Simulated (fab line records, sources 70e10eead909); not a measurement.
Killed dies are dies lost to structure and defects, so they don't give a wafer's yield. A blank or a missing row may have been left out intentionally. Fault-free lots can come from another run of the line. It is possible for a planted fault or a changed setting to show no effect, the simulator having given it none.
Chamber matching	flow nand_harc	NHARC_A_STAIRCASE_ETCH_444 on rie_diel-02 has 4 sister chambers
The step etches the open film in C4F8/O2, target depth 20400 nm, time 6800 s. 24 wafers are shown with their chamber, then 12 later ones without.

## WAFERS WITH THEIR CHAMBER
wafer	chamber	rf_vpp_V (V)	oes_product_au (a.u.)
L075.1	3	805	0.921
L075.2	1	803	0.908
L075.4	0	816	0.919
L079.2	3	805	0.918
L079.3	1	802	0.908
L079.1	0	814	0.924
L079.4	2	801	0.919
L079.5	3	807	0.913
L079.6	0	813	0.925
L078.1	3	805	0.918
L078.2	1	803	0.903
L078.3	2	800	0.902
L078.4	0	816	0.924
L078.5	3	805	0.913
L078.6	0	816	0.932
L082.1	3	806	0.918
L082.2	0	816	0.921
L082.6	3	805	0.923
L084.1	2	802	0.917
L084.3	0	815	0.927
L084.6	2	801	0.905
L090.2	3	804	0.948
L090.3	2	800	0.943
L090.4	1	803	0.957

SIGNATURES (averages over the wafers above)
reading	chamber 0	chamber 1	chamber 2	chamber 3	scatter within a chamber
rf_vpp_V	815.14	802.75	800.80	805.25	0.946
oes_product_au	0.92457	0.91900	0.91720	0.92150	0.0141
Rule: a wafer's distance from a chamber is the root of the sum, over the readings, of the square of ((its reading less the chamber's mean) divided by the reading's scatter). If the next closest chamber is less than 2 further off than the closest, the wafer can't be placed; otherwise it belongs to the closest. The scatter is the square root of a quotient: the sum, over the shown wafers, of each reading's squared deviation from its chamber's mean, divided by wafers minus chambers.

## WAFERS MISSING THEIR CHAMBER
wafer	rf_vpp_V (V)	oes_product_au (a.u.)
L091.2	803	0.981
L091.4	815	0.970
L091.5	814	0.968
L093.4	813	0.936
L093.1	804	0.924
L093.6	815	0.928
L097.4	815	0.922
L097.2	799	0.918
L097.3	802	0.935
L097.1	804	0.910
L097.5	815	0.925
L097.6	801	0.935

## WHICH CHAMBER EACH WENT THROUGH
wafer	from the rows above	in truth
L091.2	can't be placed: 1 or 3 or 2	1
L091.4	0	0
L091.5	0	0
L093.4	0	0
L093.1	can't be placed: 3 or 1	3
L093.6	0	0
L097.4	0	0
L097.2	2	2
L097.3	can't be placed: 1 or 2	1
L097.1	can't be placed: 1 or 3 or 2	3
L097.5	0	0
L097.6	can't be placed: 2 or 1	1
Placed correctly: 7 of 12. Unplaceable from these rows: 5, with the true chamber sitting among the candidates in 5. Wrongly placed: 0.
